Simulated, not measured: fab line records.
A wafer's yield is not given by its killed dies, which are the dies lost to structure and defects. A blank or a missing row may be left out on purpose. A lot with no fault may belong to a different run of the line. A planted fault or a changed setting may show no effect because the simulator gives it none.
Lot-split experiment	flow n5Finfet	on a route of 1938 steps: 7 lots, 21 wafers read

== THE SPLIT ITSELF ==
At N5_BEOL_M2_COAT_22 (resist thk 30 nm), the setting spinRpm was moved away from the recipe's 1500 rpm on 12 of the 21 wafers read, by -8.5% to +7.3%. The other wafers ran this setting at the recipe's value.

== FROM THE SPLIT TO THE READING: what the file shows between them, 6 steps ==
- N5_BEOL_M2_EBR_24
- N5_BEOL_M2_SOFTBAKE_23: time 60 s
- N5_BEOL_M2_EXPOSE_25: exposes mask V1, defocus 5 nm
- N5_BEOL_M2_PEB_26: peb time 60 s
- N5_BEOL_M2_DEVELOP_27: develop time 30 s
- N5_BEOL_M2_DESCUM_33: chemistry O2, time 7 s

== THE READING ==
CAR-EUV_of_BEOL_M2_COAT_22.thkNm (the simulator's own value, which no gauge read), in nm, at N5_BEOL_M2_ETCH_77 (etches underlayer in N2/H2, target depth 6.5 nm, time 5.2 s). The file does not state a usual value for it. Average 20.2 nm, standard deviation 0.22 nm, over the 9 wafers here run with the recipe.

wafer	tool, chamber at the split	spinRpm as run, rpm	against the recipe	CAR-EUV_of_BEOL_M2_COAT_22.thkNm, nm	against lot-mates on the recipe
L081.1	lithoTrack-02, 0	1396	-6.9%	21.8	+1.4
L081.2	lithoTrack-02, 0	1396	-6.9%	21.4	+1.0
L081.3	lithoTrack-02, 0	1500	recipe	20.4	-
L082.2	lithoTrack-02, 0	1500	recipe	20.2	-
L082.4	lithoTrack-02, 0	1500	recipe	20.6	-
L082.6	lithoTrack-02, 0	1500	recipe	20.4	-
L083.2	lithoTrack-02, 0	1545	+3.0%	20	no lot-mate on the recipe
L083.3	lithoTrack-02, 0	1545	+3.0%	19.8	no lot-mate on the recipe
L083.6	lithoTrack-02, 0	1545	+3.0%	20	no lot-mate on the recipe
L085.1	lithoTrack-03, 0	1610	+7.3%	18.8	-1.1
L085.2	lithoTrack-03, 0	1500	recipe	20	-
L085.5	lithoTrack-03, 0	1500	recipe	19.8	-
L087.3	lithoTrack-04, 0	1500	recipe	20.2	-
L087.4	lithoTrack-04, 0	1500	recipe	20.2	-
L087.5	lithoTrack-04, 0	1438	-4.1%	21	+0.8
L091.1	lithoTrack-03, 0	1609	+7.3%	19.2	no lot-mate on the recipe
L091.2	lithoTrack-03, 0	1609	+7.3%	19.2	no lot-mate on the recipe
L091.6	lithoTrack-03, 0	1609	+7.3%	19.4	no lot-mate on the recipe
L093.3	lithoTrack-02, 0	1500	recipe	20.2	-
L093.4	lithoTrack-02, 0	1373	-8.5%	21.6	+1.4
L093.5	lithoTrack-02, 0	1373	-8.5%	21.6	+1.4

THE FIT
A straight line over all 21 wafers: CAR-EUV_of_BEOL_M2_COAT_22.thkNm changes by -0.161 nm for each +1% of spinRpm; r = -0.97; the points scatter about the line by 0.22 nm.
The same after taking each lot's own level away (the mean of its wafers on the recipe; 15 wafers): -0.165 nm for each +1%; r = -0.99; scatter 0.13 nm.
The reading moves by 1.4 nm for the largest change in spinRpm, on that fit.
From 19.90 to 20.40 nm: that is the span of the lots' own levels, equal to 2.3 times the standard deviation above.
The two slopes are in agreement: the lot-to-lot level therefore moves the slope only a little.
Check: +1.42 nm against its lot-mates is what the line predicts for one of the wafers moved furthest among these (-8.5%) when that wafer is left out of the fit. It came out at +1.4 nm against them.

== OTHER SPLITS ON THESE WAFERS ==
These wafers also went through other splits before the reading. Each is held against what the fit with the lots' levels taken away leaves over:
other split on the same wafers	wafers away from the commonest value	r with CAR-EUV_of_BEOL_M2_COAT_22.thkNm (lot level and that fit taken away)
N5_MOL_CONTACT_COAG_DESCUM_45 timeS	2	-0.17
N5_MOL_CONTACT_COAG_VIA_ETCH_117 biasW	6	+0.08
N5_BEOL_M0_ETCH_109 biasW	10	+0.31
N5_BEOL_M1_COAT_62 spinRpm	6	+0.16
N5_BEOL_M1_COAT_05 spinRpm	1	+0.05
N5_BEOL_M2_COAT_76 spinRpm	6	+0.28

== THE WHOLE CHAIN: every reading that the file lists as answering this split, in the file's order ==
step	what it does	reading	change (the file's fit)	r (the file's)
N5_BEOL_M2_COAT_22	resist thk 30 nm	CAR-EUV_of_BEOL_M2_COAT_22.thkNm (the simulator's own value, which no gauge read)	-0.161 nm for each +1% of the setting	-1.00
N5_BEOL_M2_DEVELOP_27	develop time 30 s	CAR-EUV_of_BEOL_M2_COAT_22.thkNm (the simulator's own value, which no gauge read)	-0.145 nm for each +1% of the setting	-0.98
N5_BEOL_M2_DESCUM_33	chemistry O2, time 7 s	CAR-EUV_of_BEOL_M2_COAT_22.thkNm (the simulator's own value, which no gauge read)	-0.154 nm for each +1% of the setting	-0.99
N5_BEOL_M2_ETCH_77	etches underlayer in N2/H2, target depth 6.5 nm, time 5.2 s	CAR-EUV_of_BEOL_M2_COAT_22.thkNm (the simulator's own value, which no gauge read)	-0.165 nm for each +1% of the setting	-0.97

== FILE'S OWN FIT ==
CAR-EUV_of_BEOL_M2_COAT_22.thkNm changes by -0.165 nm for each +1% of spinRpm, r = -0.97.
